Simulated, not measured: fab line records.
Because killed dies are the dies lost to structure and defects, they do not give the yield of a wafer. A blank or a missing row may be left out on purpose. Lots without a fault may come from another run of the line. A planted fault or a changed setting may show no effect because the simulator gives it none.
Split-lot experiment || flow n5_finfet || route with 1938 steps; 7 lots, 21 wafers read

== ON THE SPLIT ==
At N5_MOL_CONTACT_COAG_PECVD_31 (deposits SiO2 from TEOS/O2, target thk 46 nm, time 8.9 s), the setting temp_c was moved away from the recipe's 400 C on 10 of the 21 wafers read, by -3.2% to +3.8%. All remaining wafers had this setting at the recipe value.

== FROM THE SPLIT TO THE READING: what the file shows between them, 4 steps ==
- N5_MOL_CONTACT_COAG_COAT_75: time 60 s, resist thk 60 nm
- N5_MOL_CONTACT_COAG_COAT_76: time 60 s, resist thk 10 nm
- N5_MOL_CONTACT_COAG_ETCHBACK_135: etches SiO2 in CHF3, target depth 25 nm, time 16.7 s
- N5_MOL_CONTACT_COAG_STRIP_118: strips in CHF3

== THE READING ==
etch.depth_nm (the simulator's own value, which no gauge read), in nm, at N5_MOL_CONTACT_COAG_VIA_ETCH_46 (etches SiO2 in C4F6/O2, target depth 46 nm, overetch 9.2 nm, time 40 s). The file gives no usual value for it. Average 45.94 nm, standard deviation 0.57 nm, over the 11 wafers here run with the recipe.

{"wafer": "L076.1", "tool, chamber at the split": "pecvd-02, 1", "temp_c as run, C": 413, "against the recipe": "+3.2%", "etch.depth_nm, nm": 42.42, "against lot-mates on the recipe": -3.31}
{"wafer": "L076.3", "tool, chamber at the split": "pecvd-02, 2", "temp_c as run, C": 400, "against the recipe": "recipe", "etch.depth_nm, nm": 45.73, "against lot-mates on the recipe": "-"}
{"wafer": "L076.4", "tool, chamber at the split": "pecvd-02, 1", "temp_c as run, C": 413, "against the recipe": "+3.2%", "etch.depth_nm, nm": 42.22, "against lot-mates on the recipe": -3.51}
{"wafer": "L083.1", "tool, chamber at the split": "pecvd-02, 1", "temp_c as run, C": 390.6, "against the recipe": "-2.3%", "etch.depth_nm, nm": 47.79, "against lot-mates on the recipe": "no lot-mate on the recipe"}
{"wafer": "L083.3", "tool, chamber at the split": "pecvd-02, 2", "temp_c as run, C": 390.6, "against the recipe": "-2.3%", "etch.depth_nm, nm": 48.1, "against lot-mates on the recipe": "no lot-mate on the recipe"}
{"wafer": "L083.4", "tool, chamber at the split": "pecvd-02, 0", "temp_c as run, C": 390.6, "against the recipe": "-2.3%", "etch.depth_nm, nm": 48.68, "against lot-mates on the recipe": "no lot-mate on the recipe"}
{"wafer": "L084.1", "tool, chamber at the split": "pecvd-03, 2,0", "temp_c as run, C": 400, "against the recipe": "recipe", "etch.depth_nm, nm": 46.23, "against lot-mates on the recipe": "-"}
{"wafer": "L084.5", "tool, chamber at the split": "pecvd-03, 2,0", "temp_c as run, C": 400, "against the recipe": "recipe", "etch.depth_nm, nm": 46.23, "against lot-mates on the recipe": "-"}
{"wafer": "L084.3", "tool, chamber at the split": "pecvd-03, 1", "temp_c as run, C": 400, "against the recipe": "recipe", "etch.depth_nm, nm": 45.5, "against lot-mates on the recipe": "-"}
{"wafer": "L086.1", "tool, chamber at the split": "pecvd-04, 0", "temp_c as run, C": 400, "against the recipe": "recipe", "etch.depth_nm, nm": 46.59, "against lot-mates on the recipe": "-"}
{"wafer": "L086.2", "tool, chamber at the split": "pecvd-04, 2", "temp_c as run, C": 400, "against the recipe": "recipe", "etch.depth_nm, nm": 45.56, "against lot-mates on the recipe": "-"}
{"wafer": "L086.6", "tool, chamber at the split": "pecvd-04, 2", "temp_c as run, C": 400, "against the recipe": "recipe", "etch.depth_nm, nm": 46.42, "against lot-mates on the recipe": "-"}
{"wafer": "L090.1", "tool, chamber at the split": "pecvd-03, 0", "temp_c as run, C": 387.1, "against the recipe": "-3.2%", "etch.depth_nm, nm": 48.67, "against lot-mates on the recipe": "+2.20"}
{"wafer": "L090.4", "tool, chamber at the split": "pecvd-03, 1", "temp_c as run, C": 387.1, "against the recipe": "-3.2%", "etch.depth_nm, nm": 49.22, "against lot-mates on the recipe": "+2.75"}
{"wafer": "L090.6", "tool, chamber at the split": "pecvd-03, 2", "temp_c as run, C": 400, "against the recipe": "recipe", "etch.depth_nm, nm": 46.47, "against lot-mates on the recipe": "-"}
{"wafer": "L096.1", "tool, chamber at the split": "pecvd-02, 2", "temp_c as run, C": 412.2, "against the recipe": "+3.0%", "etch.depth_nm, nm": 41.36, "against lot-mates on the recipe": -4.16}
{"wafer": "L096.3", "tool, chamber at the split": "pecvd-02, 0", "temp_c as run, C": 400, "against the recipe": "recipe", "etch.depth_nm, nm": 44.63, "against lot-mates on the recipe": "-"}
{"wafer": "L096.4", "tool, chamber at the split": "pecvd-02, 1", "temp_c as run, C": 400, "against the recipe": "recipe", "etch.depth_nm, nm": 46.41, "against lot-mates on the recipe": "-"}
{"wafer": "L097.2", "tool, chamber at the split": "pecvd-04, 2", "temp_c as run, C": 415, "against the recipe": "+3.8%", "etch.depth_nm, nm": 40.31, "against lot-mates on the recipe": -5.27}
{"wafer": "L097.4", "tool, chamber at the split": "pecvd-04, 0", "temp_c as run, C": 415, "against the recipe": "+3.8%", "etch.depth_nm, nm": 42.3, "against lot-mates on the recipe": -3.28}
{"wafer": "L097.5", "tool, chamber at the split": "pecvd-04, 2", "temp_c as run, C": 400, "against the recipe": "recipe", "etch.depth_nm, nm": 45.58, "against lot-mates on the recipe": "-"}
Rows listing several chambers each stand for several wafers; the file does not say which wafer went through which chamber.

THE FIT
A straight line over all 21 wafers: etch.depth_nm changes by -1.11 nm for each +1% of temp_c; r = -0.97; the points scatter about the line by 0.65 nm.
The same after taking each lot's own level away (the mean of its wafers on the recipe; 18 wafers): -1.02 nm for each +1%; r = -0.96; scatter 0.65 nm.
Per that fit: largest temp_c move, reading shift of 3.8 nm.
The span of the lots' own levels, 45.520 to 46.470 nm, comes to 1.7 times the standard deviation stated above.
Hence the lot-to-lot level has little effect on the slope; both slopes agree.
Check: -3.73 nm against its lot-mates is what the line predicts for one of the wafers moved furthest among these (+3.8%) when that wafer is left out of the fit. It came out at -5.27 nm against them.

== THESE WAFERS: OTHER SPLITS ==
Before the reading, these wafers also passed through other splits. Each is held against what the fit with the lots' levels taken away leaves over:
{"other split on the same wafers": "N5_HKMG_FIN_ETCH_32 bias_w", "wafers away from the commonest value": 9, "r with etch.depth_nm (lot level and that fit taken away)": "+0.18"}
{"other split on the same wafers": "N5_GATE_CUT_CUT_ETCH_54 icp_w", "wafers away from the commonest value": 4, "r with etch.depth_nm (lot level and that fit taken away)": "+0.30"}
{"other split on the same wafers": "N5_MOL_CONTACT_COAG_ALD_27 ald_cycles", "wafers away from the commonest value": 7, "r with etch.depth_nm (lot level and that fit taken away)": -0.35}

== THE WHOLE CHAIN: every reading that the file lists as answering this split, in the file's order ==
{"step": "N5_MOL_CONTACT_COAG_PECVD_31", "what it does": "deposits SiO2 from TEOS/O2, target thk 46 nm, time 8.9 s", "reading": "SiO2_of_MOL_CONTACT_COAG_PECVD_31.thk_nm (the simulator's own value, which no gauge read)", "change (the file's fit)": "-1.08 nm for each +1% of the setting", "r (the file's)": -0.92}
{"step": "N5_MOL_CONTACT_COAG_VIA_ETCH_46", "what it does": "etches SiO2 in C4F6/O2, target depth 46 nm, overetch 9.2 nm, time 40 s", "reading": "etch.depth_nm (the simulator's own value, which no gauge read)", "change (the file's fit)": "-1.08 nm for each +1% of the setting", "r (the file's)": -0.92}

== THE FILE'S OWN FIT ==
etch.depth_nm changes by -1.08 nm for each +1% of temp_c, r = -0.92.
